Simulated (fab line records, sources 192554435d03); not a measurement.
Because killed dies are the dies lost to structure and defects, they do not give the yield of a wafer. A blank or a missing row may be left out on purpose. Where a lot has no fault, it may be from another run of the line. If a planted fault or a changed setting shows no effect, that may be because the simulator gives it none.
Matching of chambers -- flow n5_finfet -- rie_diel-03 running N5_MOL_CONTACT_COAG_STRIP_96: 3 sister chambers
The step strips in N2/H2. 18 wafers are shown with their chamber, then 7 later ones without.

== EACH WAFER AND ITS CHAMBER ==
wafer,chamber,showerhead_plenum_p_Torr (Torr),throttle_valve_pct (%),oes_product_au (a.u.)
L077.1,0,3.48,19.04,0.72
L077.2,1,3.33,18.92,0.68
L077.5,2,3.31,18.86,0.71
L080.1,2,3.30,18.91,0.71
L080.2,0,3.48,19.03,0.71
L080.6,0,3.48,19.07,0.72
L081.2,2,3.30,18.88,0.69
L081.5,0,3.48,19.04,0.71
L081.6,2,3.30,18.90,0.69
L083.1,1,3.32,18.91,0.67
L083.4,2,3.30,18.92,0.70
L083.6,0,3.47,19.06,0.70
L085.2,0,3.47,19.06,0.70
L085.4,2,3.29,18.92,0.69
L085.5,1,3.31,18.94,0.67
L087.4,2,3.29,18.92,0.70
L087.5,1,3.31,18.94,0.67
L087.6,0,3.46,19.05,0.70

SIGNATURES (averages over the wafers above)
reading,chamber 0,chamber 1,chamber 2,scatter within a chamber
showerhead_plenum_p_Torr,3.4743,3.3175,3.2986,0.00788
throttle_valve_pct,19.0500,18.9275,18.9014,0.0185
oes_product_au,0.7086,0.6725,0.6986,0.00835
Rule: for each reading, subtract the chamber's mean from the wafer's reading, divide by that reading's scatter and square the result; add these up over the readings and take the root, which gives the wafer's distance from the chamber. If the next closest chamber is less than 2 further off than the closest, the wafer can't be placed; otherwise it belongs to the closest. How the scatter is found: for the shown wafers, subtract from each reading the mean of its chamber, square and add these, divide the total by (wafers less chambers), then take the root.

== WAFERS WHOSE CHAMBER IS MISSING ==
wafer,showerhead_plenum_p_Torr (Torr),throttle_valve_pct (%),oes_product_au (a.u.)
L090.1,3.29,18.94,0.68
L090.5,3.46,19.08,0.69
L094.1,3.45,19.12,0.69
L094.4,3.45,19.13,0.68
L094.5,3.30,18.44,0.97
L095.2,3.30,18.45,0.96
L095.3,3.28,18.50,1.00

== THE CHAMBER EACH PASSED THROUGH ==
wafer,from the rows above,in truth
L090.1,can't be placed: 2 or 1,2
L090.5,0,0
L094.1,0,0
L094.4,0,0
L094.5,2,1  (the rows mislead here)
L095.2,2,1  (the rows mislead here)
L095.3,2,2
Placed correctly: 4 of 7. From these rows, 1 cannot be placed; in 1 the true chamber is one of the candidates. 2 placed wrongly.
